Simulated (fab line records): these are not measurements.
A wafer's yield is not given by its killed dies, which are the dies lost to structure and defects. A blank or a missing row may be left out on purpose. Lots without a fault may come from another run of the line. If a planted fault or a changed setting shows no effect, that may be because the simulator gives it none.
Matching of chambers | flow nand-harc | NHARC_P_STI_CMP_21 on cmp-02: 4 sister chambers
The step polishes, t overpolish 20 s, target thk 380.67 nm. 18 wafers are shown with their chamber, then 9 later ones without.

WAFERS PAIRED WITH THEIR CHAMBERS
wafer  | chamber | motor-current-A (A) | overpolish-run-s (s)
L080.1 | 0       | 11.4                | 20.006
L080.2 | 3       | 10.3                | 19.997
L080.3 | 2       | 13.6                | 19.991
L081.1 | 2       | 13.7                | 20.007
L081.3 | 0       | 10.9                | 19.997
L081.5 | 3       | 10.7                | 20.002
L083.3 | 1       | 13.2                | 20.001
L083.4 | 2       | 13.8                | 19.998
L083.6 | 1       | 13.1                | 20.010
L084.2 | 1       | 13.0                | 19.996
L084.4 | 2       | 14.0                | 19.999
L084.6 | 0       | 11.7                | 19.986
L086.1 | 2       | 13.9                | 20.003
L086.2 | 1       | 12.9                | 19.999
L086.4 | 3       | 10.2                | 19.978
L087.1 | 2       | 14.0                | 20.011
L087.2 | 3       | 10.3                | 20.008
L087.4 | 1       | 12.7                | 19.997

SIGNATURES, as means of the wafers listed above
reading          | chamber 0 | chamber 1 | chamber 2 | chamber 3 | scatter within a chamber
motor-current-A  | 11.333    | 12.980    | 13.833    | 10.375    | 0.232
overpolish-run-s | 19.99633  | 20.00060  | 20.00150  | 19.99625  | 0.00879
Rule: for a wafer and a chamber, the distance is found by dividing, reading by reading, the gap between the wafer's reading and the chamber's mean by the reading's scatter, squaring, summing and taking the root. The wafer belongs to the nearest chamber; if the next one is less than 2 further off, it can't be placed. The scatter: take each reading less its chamber's mean, square it, sum over the shown wafers, divide by the number of wafers less the number of chambers, and take the root.

WAFERS WITH NO CHAMBER GIVEN
wafer  | motor-current-A (A) | overpolish-run-s (s)
L087.3 | 11.6                | 19.994
L087.5 | 10.8                | 20.000
L087.6 | 11.3                | 19.993
L089.1 | 13.3                | 19.997
L089.3 | 13.7                | 20.011
L089.5 | 14.0                | 20.011
L097.2 | 10.6                | 20.005
L097.3 | 12.5                | 20.002
L097.5 | 12.9                | 19.997

WHICH CHAMBER EACH WENT THROUGH
wafer  | from the rows above     | in truth
L087.3 | 0                       | 0
L087.5 | can't be placed: 3 or 0 | 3
L087.6 | 0                       | 0
L089.1 | can't be placed: 1 or 2 | 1
L089.3 | 2                       | 2
L089.5 | 2                       | 2
L097.2 | can't be placed: 3 or 0 | 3
L097.3 | 1                       | 1
L097.5 | 1                       | 1
6 of 9 placed correctly. Not placeable from these rows: 3 (in 3, the candidates include the true chamber). Wrongly placed: 0.
